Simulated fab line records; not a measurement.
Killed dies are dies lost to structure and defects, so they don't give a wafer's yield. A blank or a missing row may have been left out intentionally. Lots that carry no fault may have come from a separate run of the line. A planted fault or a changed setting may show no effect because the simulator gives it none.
Which of the tools did it? + flow n5-finfet + 10 lots, 30 wafers sampled, at 6 steps of a route of 1938

== WHAT EACH GAUGE READ, for each wafer ==
N5_BEOL_M15_INSPECT_55: inspects for defects (darkfield). Usual: raw-defect-count at 70, with a standard deviation of 19.
| lot  | measured     | on                | raw-defect-count | flag |
|------|--------------|-------------------|------------------|------|
| L625 | day 13 10:50 | defect-inspect-01 | 61 95 78         |      |
| L626 | day 14 08:35 | defect-inspect-02 | 77 49 51         |      |
| L636 | day 16 10:23 | defect-inspect-01 | 63 58 671        | OFF  |
| L637 | day 16 15:52 | defect-inspect-01 | 658 84 41        | OFF  |
| L640 | day 17 16:47 | defect-inspect-02 | 81 89 70         |      |
| L644 | day 18 12:46 | defect-inspect-02 | 47 41 52         |      |
| L642 | day 18 13:41 | defect-inspect-02 | 75 90 61         |      |
| L646 | day 19 13:15 | defect-inspect-01 | 88 40 77         |      |
| L648 | day 19 22:27 | defect-inspect-01 | 72 41 48         |      |
| L645 | day 20 09:17 | defect-inspect-01 | 95 60 89         |      |

N5_MIM_TOP_LITHO_INSPECT_12: inspects for defects (macro). Usual: raw-defect-count at 2.0, with a standard deviation of 1.5.
| lot  | measured     | on                | raw-defect-count | flag |
|------|--------------|-------------------|------------------|------|
| L625 | day 13 16:03 | defect-inspect-02 | 2 1 0            |      |
| L626 | day 14 12:52 | defect-inspect-01 | 0 5 2            |      |
| L636 | day 16 14:12 | defect-inspect-02 | 3 1 >300         |      |
| L637 | day 16 20:35 | defect-inspect-02 | >300 3 3         |      |
| L640 | day 17 22:19 | defect-inspect-02 | 1 4 2            |      |
| L644 | day 18 16:29 | defect-inspect-02 | 4 8 1            |      |
| L642 | day 18 19:02 | defect-inspect-01 | 1 3 1            |      |
| L646 | day 19 19:06 | defect-inspect-01 | 4 3 5            |      |
| L648 | day 20 02:24 | defect-inspect-01 | 2 4 1            |      |
| L645 | day 20 13:45 | defect-inspect-02 | 0 1 0            |      |

== WHICH TOOL RAN EACH LOT (tool, then ch and the chambers of the sampled wafers, then the start) ==
| lot  | N5_BEOL_M15_SPUTTER_45       | N5_BEOL_M15_ANNEAL_48            | N5_BEOL_M15_CMP_49            | N5_MIM_TOP_ALD_00                |
|------|------------------------------|----------------------------------|-------------------------------|----------------------------------|
| L625 | pvd-sputter-03, day 13 09:43 | rtp-anneal-01 ch 0, day 13 10:07 | cmp-02 ch 0,2,3, day 13 10:28 | ald-hk-01 ch 0,2,3, day 13 15:00 |
| L626 | pvd-sputter-01, day 14 07:29 | rtp-anneal-02 ch 0, day 14 07:53 | cmp-03 ch 1,2,3, day 14 08:11 | ald-hk-03 ch 0,1,3, day 14 11:21 |
| L636 | pvd-sputter-02, day 16 09:17 | rtp-anneal-01 ch 0, day 16 09:41 | cmp-03 ch 0,2,3, day 16 10:01 | ald-hk-02 ch 0,2,3, day 16 12:50 |
| L637 | pvd-sputter-03, day 16 14:30 | rtp-anneal-01 ch 0, day 16 15:06 | cmp-03 ch 0,1,3, day 16 15:29 | ald-hk-02 ch 0,1,3, day 16 19:20 |
| L640 | pvd-sputter-01, day 17 15:41 | rtp-anneal-01 ch 0, day 17 16:05 | cmp-02 ch 0,2,3, day 17 16:25 | ald-hk-03 ch 0,2,3, day 17 18:30 |
| L644 | pvd-sputter-01, day 18 11:40 | rtp-anneal-01 ch 0, day 18 12:01 | cmp-02 ch 1,2,3, day 18 12:23 | ald-hk-01 ch 0,2,3, day 18 14:50 |
| L642 | pvd-sputter-01, day 18 12:14 | rtp-anneal-02 ch 0, day 18 12:56 | cmp-02 ch 0,3, day 18 13:17   | ald-hk-01 ch 1,2,3, day 18 15:33 |
| L646 | pvd-sputter-02, day 19 12:07 | rtp-anneal-01 ch 0, day 19 12:28 | cmp-01 ch 1,2,3, day 19 12:46 | ald-hk-02 ch 0,2,3, day 19 16:35 |
| L648 | pvd-sputter-02, day 19 21:19 | rtp-anneal-02 ch 0, day 19 21:50 | cmp-01 ch 0,1, day 19 22:00   | ald-hk-01 ch 1,2, day 19 23:45   |
| L645 | pvd-sputter-02, day 20 07:48 | rtp-anneal-01 ch 0, day 20 08:33 | cmp-02 ch 1,2, day 20 08:50   | ald-hk-01 ch 0,2, day 20 10:43   |
- N5_BEOL_M15_SPUTTER_45: material Cu, target thk 100 nm, time 16.67 s.
- N5_BEOL_M15_ANNEAL_48: time 90 s.
- N5_BEOL_M15_CMP_49: polishes, stops on SiO2, t overpolish 4.9 s, target thk 850 nm.
- N5_MIM_TOP_ALD_00: deposits Al2O3, purge time 3 s, co reactant pulse time 3 s.

== AS READ BY THE TOOLS THEMSELVES (means over the sampled wafers that have a number; for cases with no such wafer, the mark the record gives instead) ==
N5_BEOL_M15_SPUTTER_45. Usual: bias-v 59.9 V, standard deviation 0.55; throttle-valve-pct 29.6 %, standard deviation 1.1.
| lot  | tool           | bias-v (V) | throttle-valve-pct (%) | flag |
|------|----------------|------------|------------------------|------|
| L625 | pvd-sputter-03 | 60.2       | 28.3                   |      |
| L626 | pvd-sputter-01 | 60.4       | 30.0                   |      |
| L636 | pvd-sputter-02 | 59.4       | 30.1                   |      |
| L637 | pvd-sputter-03 | 60.3       | 29.3                   |      |
| L640 | pvd-sputter-01 | 59.7       | 29.4                   |      |
| L644 | pvd-sputter-01 | 60.1       | 29.4                   |      |
| L642 | pvd-sputter-01 | 60.3       | 28.9                   |      |
| L646 | pvd-sputter-02 | 60.0       | 30.0                   |      |
| L648 | pvd-sputter-02 | 60.1       | 30.6                   |      |
| L645 | pvd-sputter-02 | 60.1       | 30.4                   |      |

N5_BEOL_M15_ANNEAL_48. Usual: anneal-temp-c 225.00 C, standard deviation 0.18; wafer_temp_C_max 225.70, standard deviation 0.27.
| lot  | tool          | anneal-temp-c (C) | wafer_temp_C_max | flag |
|------|---------------|-------------------|------------------|------|
| L625 | rtp-anneal-01 | 224.83            | 225.47           |      |
| L626 | rtp-anneal-02 | 224.92            | 225.85           |      |
| L636 | rtp-anneal-01 | 225.06            | 225.56           |      |
| L637 | rtp-anneal-01 | 225.23            | 225.36           |      |
| L640 | rtp-anneal-01 | 224.86            | 225.45           |      |
| L644 | rtp-anneal-01 | 225.00            | 225.52           |      |
| L642 | rtp-anneal-02 | 225.02            | 225.91           |      |
| L646 | rtp-anneal-01 | 224.96            | 225.53           |      |
| L648 | rtp-anneal-02 | 225.18            | 225.50           |      |
| L645 | rtp-anneal-01 | 225.31            | 225.50           |      |

N5_BEOL_M15_CMP_49. Usual: barrier-field-endpoint-s 11.32 s, standard deviation 0.21; motor-current-A 8.4 A, standard deviation 1.1; overpolish-run-s 4.899 s, standard deviation 0.0093; platen-rpm 80.00 rpm, standard deviation 0.052.
| lot  | tool   | barrier-field-endpoint-s (s) | motor-current-A (A) | overpolish-run-s (s) | platen-rpm (rpm) | flag |
|------|--------|------------------------------|---------------------|----------------------|------------------|------|
| L625 | cmp-02 | 11.53                        | 7.8                 | 4.897                | 79.94            |      |
| L626 | cmp-03 | 11.20                        | 9.6                 | 4.904                | 80.01            |      |
| L636 | cmp-03 | 11.38                        | 8.8                 | 4.900                | 80.01            |      |
| L637 | cmp-03 | 11.24                        | 9.7                 | 4.898                | 80.00            |      |
| L640 | cmp-02 | 11.43                        | 7.6                 | 4.901                | 79.94            |      |
| L644 | cmp-02 | 11.12                        | 7.8                 | 4.903                | 79.99            |      |
| L642 | cmp-02 | 11.41                        | 7.5                 | 4.903                | 79.95            |      |
| L646 | cmp-01 | 11.47                        | 8.2                 | 4.902                | 80.01            |      |
| L648 | cmp-01 | 11.48                        | 8.3                 | 4.892                | 79.95            |      |
| L645 | cmp-02 | 11.42                        | 7.9                 | 4.896                | 79.98            |      |

N5_MIM_TOP_ALD_00. Usual: precursor-pulse-height-rel at 1.003, with a standard deviation of 0.021.
| lot  | tool      | precursor-pulse-height-rel | flag |
|------|-----------|----------------------------|------|
| L625 | ald-hk-01 | 0.999                      |      |
| L626 | ald-hk-03 | 1.023                      |      |
| L636 | ald-hk-02 | 1.008                      |      |
| L637 | ald-hk-02 | 1.018                      |      |
| L640 | ald-hk-03 | 0.985                      |      |
| L644 | ald-hk-01 | 0.999                      |      |
| L642 | ald-hk-01 | 0.992                      |      |
| L646 | ald-hk-02 | 0.987                      |      |
| L648 | ald-hk-01 | 1.024                      |      |
| L645 | ald-hk-01 | 1.016                      |      |

== THE ANSWER, worked out from the rows above alone ==
Rule: a lot is off if the mean of its wafers that have a number lies more than 3 standard deviations from the usual mean. Also off: a lot with no number at a reading for which 4 or more lots have one. Any other lot the step has rows for is counted as sound. Order of review: gauges by route order, followed by the tools' own readings, for which a lot's mean as printed above is used. The first step at which some lot is off is used, and at that step the reading that is off furthest; a lot without a number counts as furthest.
Off: L636, L637, at N5_BEOL_M15_INSPECT_55 (raw-defect-count).
A tool fits if, at a process step before that reading, it ran every lot that is off, and no sound lot after the first of them. The gauges at N5_BEOL_M15_INSPECT_55 are tried like those tools. One fits: N5_BEOL_M15_CMP_49 on cmp-03. A fault onset in the window from L626 (day 14 08:11, its last sound lot) to L636 (day 16 10:01, its first lot off) fits.

== WHAT WAS PUT IN BY THE SIMULATOR ==
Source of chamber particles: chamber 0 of cmp-03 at N5_BEOL_M15_CMP_49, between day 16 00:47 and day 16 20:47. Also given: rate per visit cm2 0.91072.
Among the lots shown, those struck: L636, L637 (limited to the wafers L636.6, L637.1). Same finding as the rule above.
